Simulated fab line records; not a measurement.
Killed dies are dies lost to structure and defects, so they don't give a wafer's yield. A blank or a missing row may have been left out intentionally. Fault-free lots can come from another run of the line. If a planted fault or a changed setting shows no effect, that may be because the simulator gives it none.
Split-lot trial | flow n5 finfet | 21 wafers read across 7 lots, on a route 1938 steps long

ABOUT THE SPLIT
At N5_PASSIVATION_EXPOSE_27 (exposes mask PAD, defocus 0 nm), the setting dose mj was moved away from the recipe's 32.3 on 6 of the 21 wafers read, by -6.3% to +6.1%. For the rest of the wafers, this setting stayed at what the recipe calls for.

FROM THE SPLIT TO THE READING: what the file shows between them, 3 steps
- N5_PASSIVATION_PEB_28
- N5_PASSIVATION_DEVELOP_29: develop time 60 s
- N5_PASSIVATION_HARDBAKE_31: time 120 s

THE READING
cd nm at N5_PASSIVATION_CD_MEAS_30, given in nm (cd target 4000 nm). On this fab line, fault-free wafers typically give 3999.2 nm with a standard deviation of 2.7 nm.

wafer  | tool, chamber at the split | dose mj as run | against the recipe | cd nm, nm | against lot-mates on the recipe
L074.1 | krf scanner-02, 0          | 32.3           | recipe             | 4005.8    | -
L074.2 | krf scanner-02, 0          | 32.3           | recipe             | 4002.6    | -
L074.5 | krf scanner-02, 0          | 32.3           | recipe             | 4001.0    | -
L075.1 | krf scanner-02, 0          | 34.26          | +6.1%              | 4015.8    | +12.5
L075.4 | krf scanner-02, 0          | 32.3           | recipe             | 4002.0    | -
L075.6 | krf scanner-02, 0          | 32.3           | recipe             | 4004.6    | -
L079.1 | krf scanner-01, 0          | 30.57          | -5.4%              | 3987.0    | -9.0
L079.4 | krf scanner-01, 0          | 30.57          | -5.4%              | 3986.0    | -10.0
L079.5 | krf scanner-01, 0          | 32.3           | recipe             | 3996.0    | -
L081.1 | krf scanner-02, 0          | 30.25          | -6.3%              | 3988.2    | -10.6
L081.3 | krf scanner-02, 0          | 30.25          | -6.3%              | 3987.0    | -11.8
L081.5 | krf scanner-02, 0          | 32.3           | recipe             | 3998.8    | -
L085.1 | krf scanner-02, 0          | 32.3           | recipe             | 3999.1    | -
L085.4 | krf scanner-02, 0          | 32.3           | recipe             | 3998.1    | -
L085.6 | krf scanner-02, 0          | 32.3           | recipe             | 3994.3    | -
L086.1 | krf scanner-02, 0          | 30.45          | -5.7%              | 3987.6    | -13.8
L086.4 | krf scanner-02, 0          | 32.3           | recipe             | 4001.8    | -
L086.6 | krf scanner-02, 0          | 32.3           | recipe             | 4000.9    | -
L092.1 | krf scanner-01, 0          | 32.3           | recipe             | 4001.1    | -
L092.3 | krf scanner-01, 0          | 32.3           | recipe             | 4004.1    | -
L092.5 | krf scanner-01, 0          | 32.3           | recipe             | 3998.4    | -

FIT RESULTS
A straight line over all 21 wafers: cd nm changes by +2.33 nm for each +1% of dose mj; r = +0.93; the points scatter about the line by 2.9 nm.
The same after taking each lot's own level away (the mean of its wafers on the recipe; 21 wafers): +1.93 nm for each +1%; r = +0.96; scatter 1.7 nm.
That fit puts the effect of the largest move of dose mj on the reading at 12 nm.
From 3996.00 to 4003.30 nm: that is the span of the lots' own levels, equal to 2.7 times the standard deviation above.
So the slope is not independent of the lot-to-lot level: the two fits are not the same.
Check: for one of the wafers moved furthest among these (-6.3%), held out of the fit, the line's prediction against its lot-mates is -12.5 nm. It came out at -10.6 nm against them.

THE OTHER SPLITS THESE WAFERS WENT THROUGH
Before the reading, these wafers also passed through other splits. Each is held against what the fit with the lots' levels taken away leaves over:
other split on the same wafers    | wafers away from the commonest value | r with cd nm (lot level and that fit taken away)
N5_BEOL_M11_TRENCH_ETCH_37 bias w | 5                                    | +0.37
N5_BEOL_M12_CMP_49 down force psi | 6                                    | +0.12
N5_BEOL_M13_SPUTTER_43 time s     | 6                                    | +0.20
N5_BEOL_M15_ILD_DEP_00 time s     | 4                                    | +0.10
N5_BEOL_M15_EXPOSE_07 dose mj     | 10                                   | -0.25
N5_BEOL_M15_CMP_49 down force psi | 8                                    | +0.13
N5_MIM_TOP_ALD_01 ald cycles      | 9                                    | -0.05

FILE'S OWN FIT
cd nm changes by +2 nm for each +1% of dose mj, r = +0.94.
